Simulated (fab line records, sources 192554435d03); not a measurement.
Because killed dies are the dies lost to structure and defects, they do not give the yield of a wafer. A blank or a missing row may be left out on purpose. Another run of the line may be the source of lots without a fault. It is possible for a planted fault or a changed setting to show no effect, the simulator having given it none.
fab line records	flow n5Finfet
[record] lots = 7	wafers = 21	lastDay = 17
route steps=1938 shown BEOL_M7@1268
lots with no fault: from the same line, run without faults
startH: hours from the record's first day to the start of the lot's first wafer shown	waitH: hours elapsed since this lot's preceding step	" as in the row above	L1.1+2: a row that stands for several wafers	- value missing, or start not given	* or withheld: withheld	< > ~ a bound
route shown NAME@n: NAME is a module with steps in the file, n the number in the route of the first one	usual: mean and standard deviation over wafers with no fault	same: alike in all rows	chamber/n: place in a boat	sites: the reading at each site	_std_site: their standard deviation	_edge_site: inner sites' mean taken away from outer sites' mean	radiusMm: for every site, how far away it sits from the centre of the wafer	mask NAME#n: copy n	behind: the most recent tool/chamber to have shaped the wafer	hold: what put the lot on hold/how long, in hours/how the hold closed	device: which transistor (n, p or np) failed to switch	end of line: at the end of the route, the tests of the same wafers	a step with no rows: only its recipe	killed: not the wafer's yield, but the dies lost to structure and defects at the first sort	map: shows each die of a wafer: x if killed, . if not, _ if none is there
set.NAME: the setting as run; set.NAME@STEP: as run at that earlier step	model.NAME: the simulator's own value behind a step, which no gauge read
lots at some steps of the route; a table a step, a row a wafer
services: the hour from which a tool's chamber was out of use, counted from the record's first day as startH (under 0 if before that day), plus the number of hours and why
[[steps]]
[step N5_BEOL_M7_COAT_59]
[recipe] resist = SOC	tempC = 250	timeS = 60	spinRpm = 1500	resistThkNm = 100
[step N5_BEOL_M7_COAT_60]
[recipe] resist = SiARC	tempC = 220	timeS = 60	spinRpm = 1500	resistThkNm = 35
[step N5_BEOL_M7_COAT_05]
[recipe] resist = CAR-ArF	spinRpm = 1500	resistThkNm = 90
[step N5_BEOL_M7_EBR_07]
[recipe] solvent = PGMEA	ebrWidthMm = 1.5
[step N5_BEOL_M7_SOFTBAKE_06]
[recipe] tempC = 110	timeS = 60	resist = CAR-ArF
[step N5_BEOL_M7_EXPOSE_08]
[recipe] maskId = M7	na = 1.35	sourceShape = dipole	sigmaInner = 0.817	sigmaOuter = 0.97	polarization = te	doseMj = 68.25
[step N5_BEOL_M7_PEB_09]
[recipe] pebTempC = withheld	pebTimeS = 60	resist = CAR-ArF
[step N5_BEOL_M7_DEVELOP_10]
[recipe] developTimeS = 30	developer = TMAH	resist = CAR-ArF	rinseLiquid = diw	dry = airSpin	devTempC = 23
[step N5_BEOL_M7_CD_MEAS_11]
[recipe] targetCdNm = 38.5	landingEnergyEv = 500	detector = seInlens	polarity = opening
[usual] cdNm = 38.5/0.39
[same] landingEnergyEv = 500
lot.wafer	tool	chamber	startH	waitH	cdNm
L560.1	cdSem-03	0	189.09	-	38.6
L560.5	"	0	"	"	38.5
L560.6	"	0	"	"	38.9
L569.2	cdSem-01	0	245.97	-	39.1
L569.3	"	0	"	"	38.6
L569.6	"	0	"	"	39.0
L571.1	cdSem-02	0	260.72	-	38.0
L571.2	"	0	"	"	38.4
L571.4	"	0	"	"	38.4
L572.2	cdSem-01	0	269.41	-	38.2
L572.3	"	0	"	"	38.5
L572.4	"	0	"	"	38.3
L570.3	cdSem-02	0	271.47	-	37.8
L570.4	"	0	"	"	38.0
L570.5	"	0	"	"	38.0
L581.1	cdSem-02	0	326.75	-	37.8
L581.3	"	0	"	"	38.0
L581.6	"	0	"	"	37.4
L583.1	cdSem-01	0	340.01	-	38.6
L583.2	"	0	"	"	38.1
L583.5	"	0	"	"	38.2
[step N5_BEOL_M7_OVL_MEAS_12]
[recipe] pointsPerWafer = 44
[usual] M7_OVL = 0.1/0.68
[same] pointsPerWafer = 44
lot.wafer	tool	chamber	startH	waitH	M7_OVL[nm]
L560.1	overlay-02	0	189.12	0.0	0.8
L560.5	"	0	"	"	0.0
L560.6	"	0	"	"	-0.8
L569.2	overlay-01	0	246.00	0.0	0.1
L569.3	"	0	"	"	-0.3
L569.6	"	0	"	"	-0.2
L571.1	overlay-02	0	260.75	0.0	0.7
L571.2	"	0	"	"	-0.1
L571.4	"	0	"	"	-0.3
L572.2	overlay-01	0	269.44	0.0	-0.7
L572.3	"	0	"	"	1.4
L572.4	"	0	"	"	-0.2
L570.3	overlay-01	0	271.50	0.0	0.1
L570.4	"	0	"	"	-0.3
L570.5	"	0	"	"	-0.1
L581.1	overlay-02	0	326.78	0.0	-0.1
L581.3	"	0	"	"	-0.6
L581.6	"	0	"	"	-0.5
L583.1	overlay-01	0	340.04	0.0	-0.4
L583.2	"	0	"	"	0.3
L583.5	"	0	"	"	-0.8
[step N5_BEOL_M7_INSPECT_13]
[recipe] mode = adi	inspectInstrument = brightfield
[usual] rawDefectCount = 439/110
lot.wafer	tool	chamber	startH	waitH	rawDefectCount
L560.1	defectInspect-02	-	189.14	0.0	470
L560.5	"	-	"	"	372
L560.6	"	-	"	"	402
L569.2	defectInspect-01	-	246.02	0.0	428
L569.3	"	-	"	"	540
L569.6	"	-	"	"	385
L571.1	defectInspect-01	-	260.78	0.0	483
L571.2	"	-	"	"	398
L571.4	"	-	"	"	372
L572.2	defectInspect-01	-	269.47	0.0	374
L572.3	"	-	"	"	477
L572.4	"	-	"	"	436
L570.3	defectInspect-01	-	271.61	0.1	503
L570.4	"	-	"	"	473
L570.5	"	-	"	"	576
L581.1	defectInspect-02	-	326.81	0.0	423
L581.3	"	-	"	"	465
L581.6	"	-	"	"	414
L583.1	defectInspect-02	-	340.06	0.0	706
L583.2	"	-	"	"	465
L583.5	"	-	"	"	360
[step N5_BEOL_M7_DESCUM_16]
[recipe] chemistry = O2	timeS = 7.9	sourcePowerW = 50	biasPowerW = 20	pressureMtorr = 20	rfFrequencyHz = 2.712e+07	tempC = 40	resist = CAR-ArF	o2FlowSccm = 225
[usual] drypumpMotorCurrentA = 5.7/0.51	oesProductAu = 0.82/0.07	rfFwdPowerW = 49.44/0.21	rfVppV = 243.5/1.3	showerheadPlenumPTorr = 2.12/0.065	throttleValvePct = 20.33/0.18
lot.wafer	tool	chamber	startH	waitH	drypumpMotorCurrentA	oesProductAu	rfFwdPowerW	rfHoursCounterH	rfVppV	showerheadPlenumPTorr	throttleValvePct
L560.1	rieDiel-01	2	189.41	0.3	4.9	0.83	49.52	83	242.5	2.03	20.15
L560.5	"	0	"	"	5.8	0.84	49.50	-	245.3	2.22	20.57
L560.6	"	1	"	"	5.7	0.77	49.85	-	243.7	2.10	20.37
L569.2	rieDiel-01	1	246.06	0.0	5.7	0.76	49.56	156	242.7	2.09	20.39
L569.3	"	2	"	"	4.8	0.81	49.58	100	240.1	2.02	20.19
L569.6	"	3	"	"	5.5	0.87	48.70	-	244.6	2.13	20.37
L571.1	rieDiel-03	2	260.81	0.0	6.4	0.85	49.02	61	247.2	2.21	20.24
L571.2	"	0	"	"	5.7	0.90	49.57	40	242.9	2.05	19.94
L571.4	"	1	"	"	6.5	0.71	49.58	227	243.7	2.15	20.47
L572.2	rieDiel-02	1	269.50	0.0	5.8	0.95	49.41	11	244.3	2.05	20.45
L572.3	"	0	"	"	6.1	0.74	49.32	-	244.8	2.17	20.07
L572.4	"	1	"	"	5.8	0.94	49.49	-	242.6	2.05	20.46
L570.3	rieDiel-01	3	271.64	0.0	5.5	0.86	49.06	62	242.5	2.13	20.40
L570.4	"	1	"	"	5.7	0.76	49.36	164	242.8	2.09	20.40
L570.5	"	1	"	"	5.7	0.76	49.36	-	243.8	2.09	20.41
L581.1	rieDiel-02	1	326.84	0.0	5.8	0.92	49.70	30	241.8	2.04	20.48
L581.3	"	0	"	"	6.1	0.72	49.18	190	244.6	2.16	20.09
L581.6	"	3	"	"	4.9	0.92	49.37	-	245.0	2.13	20.26
L583.1	rieDiel-01	1	340.46	0.4	5.7	0.73	49.51	187	242.6	2.08	20.44
L583.2	"	3	"	"	5.5	0.84	49.27	84	242.8	2.12	20.44
L583.5	"	1	"	"	5.7	0.74	49.60	-	241.7	2.08	20.44
[step N5_BEOL_M7_ETCH_61]
[recipe] chemistry = CF4	target = SiARC	targetDepthA = 455	maskMaterial = CAR-ArF	timeS = 75.8	ionEnergyEv = 80	pressureMtorr = 40	sourceW = 545	biasW = 36	Ar_flow_sccm = 100	cf4FlowSccm = 100	ends = cleared
[usual] biasW = 35.99/0.11	cf4FlowSccm = 100.02/0.29	drypumpMotorCurrentA = 5.7/0.51	etchRfOnTimeS = 75.3/1.2	oesProductAu = 0.70/0.058	rfFwdPowerW = 539.8/2.1	rfVppV = 184.2/1.2	showerheadPlenumPTorr = 2.16/0.064	throttleValvePct = 15.51/0.19
lot.wafer	tool	chamber	startH	waitH	biasW	cf4FlowSccm	drypumpMotorCurrentA	etchRfOnTimeS	oesProductAu	rfFwdPowerW	rfHoursCounterH	rfVppV	showerheadPlenumPTorr	throttleValvePct	model.CAR-ArF_of_BEOL_M7_COAT_05.thkNm
L560.1	rieDiel-01	2	189.45	0.0	35.99	100.11	4.9	74.4	0.70	539.3	83	182.4	2.08	15.33	51
L560.5	"	0	"	"	36.02	99.82	5.8	74.4	0.72	538.5	-	186.2	2.26	15.66	51
L560.6	"	1	"	"	35.99	100.14	5.7	75.0	0.67	541.0	-	185.1	2.15	15.54	51
L569.2	rieDiel-01	1	246.09	0.0	-	-	-	-	-	-	-	-	-	-	83.4
L569.3	"	2	"	"	-	-	-	-	-	-	-	-	-	-	83.2
L569.6	"	3	"	"	-	-	-	-	-	-	-	-	-	-	83.2
L571.1	rieDiel-03	2	260.85	0.0	-	-	-	-	-	-	-	-	-	-	83.8
L571.2	"	0	"	"	-	-	-	-	-	-	-	-	-	-	83.6
L571.4	"	1	"	"	-	-	-	-	-	-	-	-	-	-	83.4
L572.2	rieDiel-02	1	269.55	0.0	-	-	-	-	-	-	-	-	-	-	83.2
L572.3	"	0	"	"	-	-	-	-	-	-	-	-	-	-	83.4
L572.4	"	1	"	"	-	-	-	-	-	-	-	-	-	-	83.2
L570.3	rieDiel-01	3	271.68	0.0	35.87	100.01	5.5	75.3	0.73	536.4	62	184.2	2.18	15.55	50.6
L570.4	"	1	"	"	35.89	99.76	5.7	74.2	0.65	543.5	164	183.8	2.14	15.60	51.2
L570.5	"	1	"	"	35.80	100.20	5.7	74.4	0.65	543.4	-	184.2	2.14	15.61	50.8
L581.1	rieDiel-02	1	326.88	0.0	36.05	100.43	5.8	75.3	0.76	541.7	30	184.4	2.10	15.66	51.2
L581.3	"	0	"	"	35.91	100.15	6.1	75.8	0.62	539.8	190	185.3	2.20	15.36	50.8
L581.6	"	3	"	"	35.91	100.13	4.9	75.9	0.78	539.2	-	185.8	2.19	15.43	51
L583.1	rieDiel-01	1	340.49	0.0	36.10	100.13	5.7	75.8	0.63	541.3	187	183.4	2.13	15.65	50.6
L583.2	"	3	"	"	36.07	100.08	5.5	76.7	0.70	534.6	84	185.1	2.17	15.59	51
L583.5	"	1	"	"	36.00	100.16	5.7	75.9	0.63	539.3	-	184.4	2.13	15.65	51
[step N5_BEOL_M7_ETCH_62]
[recipe] chemistry = N2/H2	target = SOC	targetDepthA = 1100	overetchA = 220	maskMaterial = SiARC	tempC = 40	timeS = 165	ionEnergyEv = 200	pressureMtorr = 30	sourceW = 840	biasW = 150	n2FlowSccm = 200	h2FlowSccm = 200
[usual] biasW = 150.0/0.41	chamberPressureMTorr = 30.000/0.029	drypumpMotorCurrentA = 5.7/0.51	oesProductAu = 0.69/0.056	rfFwdPowerW = 837.6/2.6	rfVppV = 524.7/2.3	showerheadPlenumPTorr = 2.57/0.082	throttleValvePct = 17.70/0.17
lot.wafer	tool	chamber	startH	waitH	biasW	chamberPressureMTorr	drypumpMotorCurrentA	oesProductAu	rfFwdPowerW	rfHoursCounterH	rfVppV	showerheadPlenumPTorr	throttleValvePct
L560.1	rieDiel-01	2	189.50	0.0	150.9	29.946	4.9	0.70	835.7	83	522.1	2.46	17.44
L560.5	"	0	"	"	149.6	30.011	5.8	0.71	836.9	-	528.0	2.69	17.82
L560.6	"	1	"	"	150.1	30.028	5.7	0.66	833.6	-	524.2	2.55	17.76
L569.2	rieDiel-01	1	246.15	0.0	150.6	29.983	5.7	0.28	838.3	156	524.3	2.55	17.75
L569.3	"	2	"	"	149.4	29.981	4.9	0.29	835.1	100	521.3	2.46	17.41
L569.6	"	3	"	"	150.2	29.976	5.5	0.32	835.6	-	523.8	2.58	17.62
L571.1	rieDiel-03	2	260.90	0.0	149.9	29.989	6.4	0.31	837.6	61	528.1	2.71	17.66
L571.2	"	0	"	"	149.5	29.986	5.7	0.33	839.9	40	523.0	2.49	17.25
L571.4	"	1	"	"	149.2	30.031	6.6	0.27	839.6	227	526.6	2.61	17.86
L572.2	rieDiel-02	1	269.64	0.1	149.8	30.029	5.8	0.36	839.7	11	523.5	2.49	17.75
L572.3	"	0	"	"	150.5	29.992	6.1	0.28	837.5	-	527.0	2.65	17.58
L572.4	"	1	"	"	149.9	29.957	5.9	0.35	838.9	-	522.2	2.49	17.75
L570.3	rieDiel-01	3	271.73	0.0	150.0	29.995	5.5	0.71	831.8	62	523.7	2.58	17.68
L570.4	"	1	"	"	149.3	29.951	5.7	0.64	840.4	164	524.2	2.54	17.80
L570.5	"	1	"	"	149.6	29.990	5.7	0.64	843.0	-	524.4	2.54	17.80
L581.1	rieDiel-02	1	326.93	0.0	149.3	29.963	5.8	0.77	833.7	30	522.3	2.49	17.83
L581.3	"	0	"	"	150.1	30.046	6.1	0.62	837.9	190	526.3	2.64	17.67
L581.6	"	3	"	"	150.1	29.984	4.9	0.77	831.8	-	525.5	2.59	17.56
L583.1	rieDiel-01	1	340.55	0.0	149.8	29.969	5.7	0.63	834.9	187	524.1	2.53	17.85
L583.2	"	3	"	"	149.2	30.009	5.5	0.70	836.9	84	524.6	2.57	17.74
L583.5	"	1	"	"	150.5	30.016	5.7	0.63	835.1	-	523.3	2.53	17.85
[step N5_BEOL_M7_STRIP_68]
[recipe] chemistry = N2/H2	tempC = 40	n2FlowSccm = 200	h2FlowSccm = 200	rfFrequencyHz = 6e+07
[step N5_BEOL_M7_STRIP_67]
[recipe] chemistry = CF4	resist = SiARC	powerW = 300	biasPowerW = 75	pressureMtorr = 50	cf4FlowSccm = 150	rfFrequencyHz = 6e+07
[usual] drypumpMotorCurrentA = 5.7/0.51	oesProductAu = 0.81/0.067	rfVppV = 271.6/1.5	showerheadPlenumPTorr = 1.81/0.053	throttleValvePct = 13.48/0.19
lot.wafer	tool	chamber	startH	waitH	drypumpMotorCurrentA	oesProductAu	rfHoursCounterH	rfVppV	showerheadPlenumPTorr	throttleValvePct
L560.1	rieDiel-01	2	189.65	0.0	4.8	0.82	83	270.1	1.74	13.32
L560.5	"	0	"	"	5.8	0.84	-	272.2	1.89	13.58
L560.6	"	1	"	"	5.7	0.78	-	270.6	1.80	13.56
L569.2	rieDiel-01	1	246.29	0.0	5.7	0.76	156	271.4	1.80	13.58
L569.3	"	2	"	"	4.8	0.80	100	269.2	1.74	13.33
L569.6	"	3	"	"	5.5	0.86	-	271.7	1.83	13.47
L571.1	rieDiel-03	2	261.05	0.0	6.4	0.84	61	274.1	1.89	13.42
L571.2	"	0	"	"	5.6	0.90	40	271.1	1.75	13.04
L571.4	"	1	"	"	6.6	0.72	227	271.9	1.84	13.76
L572.2	rieDiel-02	1	269.86	0.0	5.8	0.94	11	270.0	1.76	13.54
L572.3	"	0	"	"	6.1	0.74	-	273.1	1.85	13.33
L572.4	"	1	"	"	5.8	0.94	-	271.5	1.76	13.52
L570.3	rieDiel-01	3	271.88	0.0	5.5	0.84	62	270.6	1.83	13.50
L570.4	"	1	"	"	5.7	0.76	164	270.6	1.80	13.60
L570.5	"	1	"	"	5.7	0.76	-	272.8	1.80	13.59
L581.1	rieDiel-02	1	327.08	0.0	5.8	0.89	30	269.0	1.75	13.55
L581.3	"	0	"	"	6.1	0.73	191	272.7	1.85	13.37
L581.6	"	3	"	"	4.9	0.92	-	271.6	1.83	13.36
L583.1	rieDiel-01	1	340.69	0.0	5.7	0.74	187	271.4	1.79	13.64
L583.2	"	3	"	"	5.5	0.82	84	270.4	1.82	13.55
L583.5	"	1	"	"	5.7	0.74	-	269.6	1.79	13.65
[step N5_BEOL_M7_HM_OPEN_17]
[recipe] chemistry = Cl2/BCl3	targetDepthA = 200	overetchA = 60	target = TiN	maskMaterial = SOC	ionEnergyEv = 150	pressureMtorr = 10	icpW = 1000	biasW = 126	Cl2_flow_sccm = 53.25	bcl3FlowSccm = 21.75	Ar_flow_sccm = 25
[usual] drypumpMotorCurrentA = 5.8/0.45	heBacksideLeakSccm = 3.45/0.2	oesProductAu = 0.61/0.058	rfFwdPowerW = 992/3.3	throttleValvePct = 22.34/0.19
lot.wafer	tool	chamber	startH	waitH	drypumpMotorCurrentA	heBacksideLeakSccm	oesProductAu	rfFwdPowerW	rfHoursCounterH	throttleValvePct
L560.1	rieMetal-02	1	189.69	0.0	6.3	3.27	0.57	994	92	22.69
L560.5	"	0	"	"	6.0	3.53	0.56	991	-	22.30
L560.6	"	1	"	"	6.3	3.22	0.56	996	-	22.69
L569.2	rieMetal-02	1	246.33	0.0	6.3	3.74	0.24	989	97	23.36
L569.3	"	0	"	"	6.0	3.51	0.25	996	-	22.95
L569.6	"	0	"	"	6.0	3.62	0.24	989	-	22.96
L571.1	rieMetal-01	1	261.09	0.0	6.0	3.65	0.26	991	83	22.85
L571.2	"	0	"	"	5.0	3.27	0.27	991	61	22.80
L571.4	"	0	"	"	5.0	3.19	0.27	990	-	22.79
L572.2	rieMetal-01	0	269.92	0.0	5.0	3.29	0.26	986	63	22.82
L572.3	"	0	"	"	5.0	3.28	0.27	989	-	22.81
L572.4	"	1	"	"	5.9	3.65	0.25	994	-	22.86
L570.3	rieMetal-03	1	271.95	0.1	6.1	3.64	0.75	992	-	22.29
L570.4	"	0	"	"	6.1	3.03	0.65	986	-	22.50
L570.5	"	1	"	"	6.1	3.62	0.74	990	-	22.30
L581.1	rieMetal-02	0	327.12	0.0	6.0	3.74	0.56	994	101	22.31
L581.3	"	1	"	"	6.3	3.57	0.56	992	-	22.72
L581.6	"	1	"	"	6.3	3.72	0.55	992	-	22.73
L583.1	rieMetal-03	0	340.73	0.0	6.1	3.33	0.64	989	59	22.53
L583.2	"	1	"	"	6.0	3.50	0.71	998	16	22.33
L583.5	"	0	"	"	6.1	3.14	0.64	991	-	22.52
[step N5_BEOL_M7_STRIP_19]
[recipe] chemistry = O2	powerW = 400	tempC = 40	pressureMtorr = 30	rfFrequencyHz = 6e+07	biasPowerW = 0	overashFraction = 0.2	o2FlowSccm = 225
[usual] drypumpMotorCurrentA = 5.7/0.5	oesProductAu = 0.82/0.081	rfVppV = 3.7/0.69	showerheadPlenumPTorr = 2.12/0.064	throttleValvePct = 16.57/0.2
lot.wafer	tool	chamber	startH	waitH	drypumpMotorCurrentA	oesProductAu	rfHoursCounterH	rfVppV	showerheadPlenumPTorr	throttleValvePct
L560.1	rieDiel-01	0	189.80	0.1	5.8	0.84	52	3.7	2.23	16.75
L560.5	"	0	"	"	5.8	0.85	-	3.7	2.23	16.72
L560.6	"	3	"	"	5.5	0.89	-	3.9	2.14	16.55
L569.2	rieDiel-01	0	246.45	0.1	5.8	0.83	67	3.1	2.22	16.76
L569.3	"	3	"	"	5.5	0.86	54	4.0	2.13	16.57
L569.6	"	0	"	"	5.8	0.83	-	3.6	2.22	16.77
L571.1	rieDiel-02	0	261.40	0.3	6.1	0.74	168	3.3	2.17	16.37
L571.2	"	2	"	"	5.1	0.80	109	3.8	2.02	16.73
L571.4	"	1	"	"	5.7	0.96	-	4.1	2.05	16.67
L572.2	rieDiel-02	0	270.03	0.1	6.1	0.73	172	3.6	2.17	16.36
L572.3	"	1	"	"	5.8	0.95	-	2.5	2.05	16.67
L572.4	"	0	"	"	6.1	0.74	-	4.5	2.17	16.36
L570.3	rieDiel-02	1	272.05	0.1	5.8	0.93	-	4.4	2.05	16.68
L570.4	"	0	"	"	6.1	0.74	-	4.1	2.17	16.36
L570.5	"	0	"	"	6.1	0.74	-	5.0	2.17	16.37
L581.1	rieDiel-03	0	327.31	0.2	5.7	0.87	59	3.6	2.05	16.22
L581.3	"	2	"	"	6.4	0.82	82	5.6	2.20	16.51
L581.6	"	3	"	"	5.7	0.84	-	3.7	2.13	16.61
L583.1	rieDiel-02	1	341.09	0.3	5.8	0.90	34	4.1	2.04	16.71
L583.2	"	0	"	"	6.1	0.72	195	3.1	2.16	16.40
L583.5	"	0	"	"	6.1	0.72	-	4.2	2.16	16.40
[step N5_BEOL_M7_CD_MEAS_18]
[recipe] pitchNm = 80	targetCdNm = 40
[usual] cdNm = 39.9/0.46
lot.wafer	tool	chamber	startH	waitH	cdNm
L560.1	cdSem-03	-	189.88	0.1	39.7
L560.5	"	-	"	"	39.7
L560.6	"	-	"	"	40.6
L569.2	cdSem-02	-	246.53	0.1	-
L569.3	"	-	"	"	-
L569.6	"	-	"	"	-
L571.1	cdSem-02	-	261.47	0.0	-
L571.2	"	-	"	"	-
L571.4	"	-	"	"	-
L572.2	cdSem-02	-	270.12	0.1	-
L572.3	"	-	"	"	-
L572.4	"	-	"	"	-
L570.3	cdSem-01	-	272.12	0.1	39.3
L570.4	"	-	"	"	39.2
L570.5	"	-	"	"	38.8
L581.1	cdSem-01	-	327.38	0.0	39.9
L581.3	"	-	"	"	39.2
L581.6	"	-	"	"	39.7
L583.1	cdSem-02	-	341.16	0.0	40.2
L583.2	"	-	"	"	40.0
L583.5	"	-	"	"	40.4
[step N5_BEOL_M7_COAT_63]
[recipe] resist = SOC	tempC = 250	timeS = 60	spinRpm = 1500	resistThkNm = 60
[[services]]
tool	chamber	startH	hours	kind
rieDiel-03	2	170.31	8.0	repair
rieDiel-02	1	210.87	-	clean
rieDiel-02	1	210.87	-	consumableReplace:focusRing
rieDiel-02	1	210.87	26.1	scheduledDown
rieDiel-02	1	210.87	26.1	ventCycle
rieDiel-03	3	214.67	3.1	repair
rieDiel-01	0	216.59	1.2	repair
rieDiel-02	-	219.04	0.7	repair
rieMetal-01	-	224.32	1.4	pm
rieDiel-03	2	224.91	9.3	repair
rieDiel-03	0	240.51	12.8	repair
rieDiel-02	3	256.42	2.8	repair
rieDiel-02	3	259.42	-	clean
rieDiel-02	3	259.42	-	consumableReplace:focusRing
rieDiel-02	3	259.42	25.7	scheduledDown
rieDiel-02	3	259.42	25.7	ventCycle
rieMetal-03	0	265.79	4.4	repair
rieDiel-02	2	267.02	6.3	repair
rieDiel-01	0	301.30	18.0	repair
rieDiel-01	2	304.72	3.9	repair
rieMetal-03	-	313.19	2.8	pm
rieDiel-02	-	315.20	0.5	repair
rieMetal-01	-	321.67	1.0	repair
rieDiel-02	2	334.70	5.6	repair
[[key]]
[firstSign] step = N5_BEOL_M7_ETCH_61	reading = toolRecord	direction = missing
[effect] step = N5_BEOL_M7_ETCH_62	reading = oesProductAu	direction = down	sigmas = 6.7	usual = 0.69	struck = 0.31
[effect] step = N5_BEOL_M7_HM_OPEN_17	reading = oesProductAu	direction = down	sigmas = 6.1	usual = 0.61	struck = 0.26
[effect] step = N5_BEOL_M7_CD_MEAS_18	reading = cdNm	direction = missing
[modelEffect] step = N5_BEOL_M7_ETCH_61	value = CAR-ArF_of_BEOL_M7_COAT_05.thkNm	without = 50.87	struck = 83.38
metAt N5_BEOL_M7_ETCH_61
struckWafers L569.2,L569.3,L569.6,L571.1,L571.2,L571.4,L572.2,L572.3,L572.4
laterRowsLeftOut L569.2,L569.3,L569.6,L571.1,L571.2,L571.4,L572.2,L572.3,L572.4
sortLeftOut L569.2,L569.3,L569.6,L571.1,L571.2,L571.4,L572.2,L572.3,L572.4
onsetBetween 189.45 246.09
[fault] kind = skippedStepWhole	tool = rieDiel-01,rieDiel-02,rieDiel-03	chamber = -	onsetH = 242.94	steps = N5_BEOL_M7_ETCH_61	scope = struckLotsOnly
// sortLeftOut: the simulated sort isn't trusted on such a fault, so these wafers' sort isn't shown, and their yield isn't known
// laterRowsLeftOut: the simulator's readings of these wafers behind a module that went badly wrong aren't trusted and aren't shown, but for the sort
